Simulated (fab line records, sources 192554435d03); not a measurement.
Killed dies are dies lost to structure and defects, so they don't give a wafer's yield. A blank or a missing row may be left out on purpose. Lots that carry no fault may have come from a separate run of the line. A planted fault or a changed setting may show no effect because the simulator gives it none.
A struck lot beside a sound one ; flow n5-finfet ; 26 steps out of a route of 1938
Sound: these wafers, L132.2, L132.4, L132.5. The struck wafers were L151.2, L151.4, L151.6. The cause is given at the end.
Each step with rows lists, per side, the tool, then ch with its chambers, then its first start. Under that, the readings that differ: sound wafers ; struck wafers ; difference of the means ; sigmas: that difference in standard deviations of wafers without a fault.
alike: a reading whose means differ by less than 2 such deviations, as well as words and numbers matching on both sides. not compared: withheld readings; readings where some wafer has no value; bounds like >300 that might hide an equal value; numbers whose values overlap and for which the record gives no deviation.
The two part at a step that has a row with sigmas, a row that says differs or no value, or rows on one side only. Non-overlapping numbers with no deviation appear without sigmas and do not part them. A reading missing from all wafers of one side parts the sides only when that side holds two or more wafers.

N5_BEOL_M9_INSPECT_13: inspects for defects (brightfield).
  sound on defect-inspect-02, day 10 13:40; struck on defect-inspect-02, day 15 04:32
  alike: raw-defect-count
N5_BEOL_M9_DESCUM_16: chemistry O2, time 7.9 s.
  sound on rie-diel-04 ch 0,2,3, day 10 13:42; struck on rie-diel-04 ch 1,3, day 15 04:34
reading;sound;struck;difference;sigmas
oes-product-au (a.u.);0.68 0.70 0.72;0.97 0.97 0.87;+0.24;+3
  alike: drypump-motor-current-A, rf-vpp-V, showerhead-plenum-p-Torr, throttle-valve-pct
  not compared: rf-hours-counter-h
N5_BEOL_M9_ETCH_61: etches SiARC in CF4, target depth 39 nm, time 65 s.
  sound on rie-diel-04 ch 0,2,3, day 10 13:44; struck on rie-diel-04 ch 1,3, day 15 04:36
reading;sound;struck;difference;sigmas
etch-rf-on-time-s (s);65.8 65.6 67.4;61.6 61.7 63.4;-4.0;-3
oes-product-au (a.u.);0.58 0.60 0.59;0.84 0.83 0.75;+0.22;+3
  alike: cf4-flow-sccm, drypump-motor-current-A, rf-vpp-V, showerhead-plenum-p-Torr, throttle-valve-pct
  not compared: rf-hours-counter-h
then, 4 steps without rows for these wafers: N5_BEOL_M9_ETCH_62 (etches SOC in N2/H2, target depth 110 nm, overetch 22 nm, time 165 s); N5_BEOL_M9_STRIP_68 (strips in N2/H2); N5_BEOL_M9_STRIP_67 (strips in CF4); N5_BEOL_M9_HM_OPEN_17 (chemistry Cl2/BCl3, target TiN, target depth 20 nm, overetch 6 nm).
N5_BEOL_M9_STRIP_19: strips in O2.
  sound on rie-diel-01 ch 0,1,2, day 10 14:12; struck on rie-diel-01 ch 0,1,2, day 15 04:59
  alike: drypump-motor-current-A, oes-product-au, rf-vpp-V, showerhead-plenum-p-Torr, throttle-valve-pct
  not compared: rf-hours-counter-h
N5_BEOL_M9_CD_MEAS_18: pitch 140 nm, target cd 70 nm.
  sound on cd-sem-03, day 10 14:16; struck on cd-sem-02, day 15 05:03
  alike: cd-nm
then, 3 steps without rows for these wafers: N5_BEOL_M9_COAT_63 (time 60 s, resist thk 60 nm); N5_BEOL_M9_COAT_64 (time 60 s, resist thk 12 nm); N5_BEOL_M9_COAT_75 (time 60 s, resist thk 5 nm).
N5_BEOL_M9_COAT_22: resist thk 30 nm.
  sound on litho-track-01 ch 0, day 10 15:26; struck on litho-track-03 ch 0, day 15 05:19
reading;sound;struck;difference;sigmas
spin-speed-rpm (rpm);1500.2 1499.6 1500.5;1465.1 1464.7 1464.7;-35.3;-37
model.CAR-EUV_of_BEOL_M9_COAT_22.thk-nm (nm);30 30 30;30.4 30.4 30.4;+0.4;
then, 5 steps without rows for these wafers: N5_BEOL_M9_EBR_24; N5_BEOL_M9_SOFTBAKE_23 (time 60 s); N5_BEOL_M9_EXPOSE_25 (exposes mask V8); N5_BEOL_M9_PEB_26 (peb time 60 s); N5_BEOL_M9_DEVELOP_27 (develop time 30 s).
N5_BEOL_M9_CD_MEAS_28: the cd target is 70 nm.
  sound on cd-sem-01 ch 0, day 10 15:49; struck on cd-sem-01 ch 0, day 15 05:35
  alike: cd-nm
N5_BEOL_M9_OVL_MEAS_29:
  sound on overlay-01 ch 0, day 10 15:51; struck on overlay-02 ch 0, day 15 05:37
  alike: V8_OVL
N5_BEOL_M9_INSPECT_30: inspects for defects (brightfield).
  sound on defect-inspect-02, day 10 15:54; struck on defect-inspect-01, day 15 05:40
  alike: raw-defect-count
N5_BEOL_M9_DESCUM_33: chemistry O2, time 7 s.
  sound on rie-diel-04 ch 0,1,3, day 10 16:03; struck on rie-diel-01 ch 0,2, day 15 05:42
  alike: drypump-motor-current-A, oes-product-au, rf-vpp-V, showerhead-plenum-p-Torr, throttle-valve-pct
  not compared: rf-hours-counter-h
then, 1 step without rows for these wafers: N5_BEOL_M9_ETCH_76 (etches underlayer in N2/H2, target depth 6.5 nm, time 5.2 s).
N5_BEOL_M9_ETCH_65: etches SiARC in CF4, target depth 15.6 nm, time 26 s.
  sound on rie-diel-04 ch 0,1,3, day 10 16:06; struck on rie-diel-01 ch 0,2, day 15 05:45
reading;sound;struck;difference;sigmas
model.CAR-EUV_of_BEOL_M9_COAT_22.thk-nm (nm);11.2 11.2 11;11.4 11.4 11.4;+0.3;
  alike: cf4-flow-sccm, drypump-motor-current-A, etch-rf-on-time-s, oes-product-au, rf-vpp-V, showerhead-plenum-p-Torr, throttle-valve-pct
  not compared: rf-hours-counter-h
N5_BEOL_M9_ETCH_66: etches SOC in N2/H2, target depth 80 nm, overetch 16 nm, time 120 s.
  sound on rie-diel-04 ch 0,1,3, day 10 16:08; struck on rie-diel-01 ch 0,2, day 15 05:47
  alike: drypump-motor-current-A, oes-product-au, rf-vpp-V, showerhead-plenum-p-Torr, throttle-valve-pct
  not compared: rf-hours-counter-h
-- a jump in the record: the struck wafers' starts before and after are 3 days apart (it breaks off in module BEOL_M9 and resumes in module PASSIVATION, where the first step shown is number 1936 of the route) --
N5_PASSIVATION_PROBE_49:
  sound on prober-02, day 13 06:50; struck on prober-02, day 17 23:17
reading;sound;struck;difference;sigmas
killed-at-contacts;7 5 7;27 21 25;+18;+3
  alike: defect-limited-yield, killed_at_M0_to_M3, killed_at_M4_up, killed-at-front-end, killed-at-other, killed-dies, killed-on-rim, killed-open, killed-short, sort_bin_5_function, sort_bin_6_memory, sort-n-pass, sort-yield-pct

== WHERE THEY PART ==
Last at N5_PASSIVATION_PROBE_49 as far as this record goes, first at N5_BEOL_M9_DESCUM_16.

WHY: what the simulator had put in
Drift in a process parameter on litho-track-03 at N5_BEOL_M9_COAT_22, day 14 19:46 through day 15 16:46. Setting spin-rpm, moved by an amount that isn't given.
